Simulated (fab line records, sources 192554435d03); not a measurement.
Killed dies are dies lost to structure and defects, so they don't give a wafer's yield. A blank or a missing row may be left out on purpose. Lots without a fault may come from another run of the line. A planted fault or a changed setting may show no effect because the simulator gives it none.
A struck lot beside a sound one | flow n5_finfet | 36 steps out of a route of 1938
Sound: wafers L226.1, L226.3, L226.4. Struck: wafers L241.1, L241.2, L241.5. The cause comes at the end.
At each step with rows: each side's tool, then ch and its chambers, then its first start. Under that, the readings that differ: sound wafers | struck wafers | difference of the means | sigmas: that difference in standard deviations of wafers without a fault.
alike: readings whose means differ by less than 2 such deviations, and words and numbers that are the same on both sides. not compared: withheld readings, readings that some wafer has no value for, bounds like >300 that may hide the same value, and numbers for which the record gives no deviation and whose values overlap.
The two part at a step that has a row with sigmas, a row that says differs or no value, or rows on one side only. Numbers that don't overlap but have no deviation are shown without sigmas and don't part them. A reading that every wafer of one side lacks parts them only if that side has two wafers or more.

first, 9 steps without rows for these wafers: N5_WELL_APT_COAT_02 (resist thk 950 nm); N5_WELL_APT_EBR_04; N5_WELL_APT_SOFTBAKE_03 (time 60 s); N5_WELL_APT_EXPOSE_05 (exposes mask NWELL, defocus 0 nm, target cd 200 nm); N5_WELL_APT_PEB_06 (peb time 90 s); N5_WELL_APT_DEVELOP_07 (develop time 45 s); N5_WELL_APT_HARDBAKE_12 (time 120 s); N5_WELL_APT_DESCUM_13 (chemistry O2, time 7.9 s); N5_WELL_APT_IMPLANT_14.
N5_WELL_APT_IMPLANT_15:
  sound on implanter-01 ch 0, day 1 20:03; struck on implanter-02 ch 0, day 5 14:22
  reading            | sound                        | struck                           | difference  | sigmas
  dose_ions_cm2      | 1.499e+13 1.5e+13 1.5005e+13 | 2.4991e+13 2.4988e+13 2.4994e+13 | +9.9927e+12 | +99 or more
  faraday_current_uA | 195 190 191                  | 318 326 316                      | +128        | +35
then, 25 steps without rows for these wafers: N5_WELL_APT_STRIP_16 (strips in SPM, time 900 s); N5_WELL_APT_HMDS_18 (time 60 s); N5_WELL_APT_COAT_19 (resist thk 950 nm); N5_WELL_APT_EBR_21; N5_WELL_APT_SOFTBAKE_20 (time 60 s); N5_WELL_APT_EXPOSE_22 (exposes mask PWELL, defocus 0 nm, target cd 200 nm); N5_WELL_APT_PEB_23 (peb time 90 s); N5_WELL_APT_DEVELOP_24 (develop time 45 s); N5_WELL_APT_HARDBAKE_29 (time 120 s); N5_WELL_APT_DESCUM_30 (chemistry O2, time 7.9 s); N5_WELL_APT_IMPLANT_31; N5_WELL_APT_IMPLANT_32; N5_WELL_APT_STRIP_33 (strips in SPM, time 900 s); N5_WELL_APT_RTA_34 (time 10 s); N5_WELL_APT_OXIDE_STRIP_42 (strips SiO2 in dHF, time 45 s, target depth 12 nm); N5_WELL_APT_PRECLEAN_36 (cleans in O3/DIW, time 45 s); N5_WELL_APT_PRECLEAN_39 (cleans in dHF, time 60 s); N5_WELL_APT_SRD_37 (time 30 s); N5_WELL_APT_EPI_41 (deposits Si from SiH4/H2, target thk 50 nm, time 297.7 s); N5_PMOS_HMC_CHANNEL_EPI_HM_DEP_34 (deposits SiO2 from TEOS/O2, target thk 36 nm, time 6.9 s); N5_PMOS_HMC_CHANNEL_EPI_COAT_31 (time 60 s, resist thk 66 nm); N5_PMOS_HMC_CHANNEL_EPI_COAT_03 (resist thk 205 nm); N5_PMOS_HMC_CHANNEL_EPI_EBR_05; N5_PMOS_HMC_CHANNEL_EPI_SOFTBAKE_04 (time 60 s); N5_PMOS_HMC_CHANNEL_EPI_EXPOSE_06 (exposes mask PMOS HMC BLK, target cd 240 nm).
-- the record jumps here: 6 days lie between the struck wafers' starts before and after (it left off in module PMOS_HMC_CHANNEL_EPI and takes up again in module BEOL_M4, whose first step shown is number 1111 of the route) --
N5_BEOL_M4_RC_MEAS_101:
  sound on prober-01 ch 0, day 8 07:28; struck on prober-01 ch 0, day 12 01:55
  reading             | sound                     | struck                     | difference | sigmas
  CJ_P                | 5.84 5.49 5.95            | 6.85 7.48 7.31             | +1.45      | +7
  IOFF_P_LONG (nA/um) | 0.000101 9.7e-05 0.000102 | 0.000128 0.000154 0.000145 | +0.000042  | +5
  alike: DIBL_N, DIBL_P, IOFF_N, IOFF_P, ION_N, ION_P, SS_N, SS_P, VT_N, VT_P

WHERE THEY PART
First at N5_WELL_APT_IMPLANT_15; last, within this record, at N5_BEOL_M4_RC_MEAS_101.

WHY: what the simulator had put in
Process parameter drift: implanter-02, from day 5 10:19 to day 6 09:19, at N5_WELL_APT_IMPLANT_15. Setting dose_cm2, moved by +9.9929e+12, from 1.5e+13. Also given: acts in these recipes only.
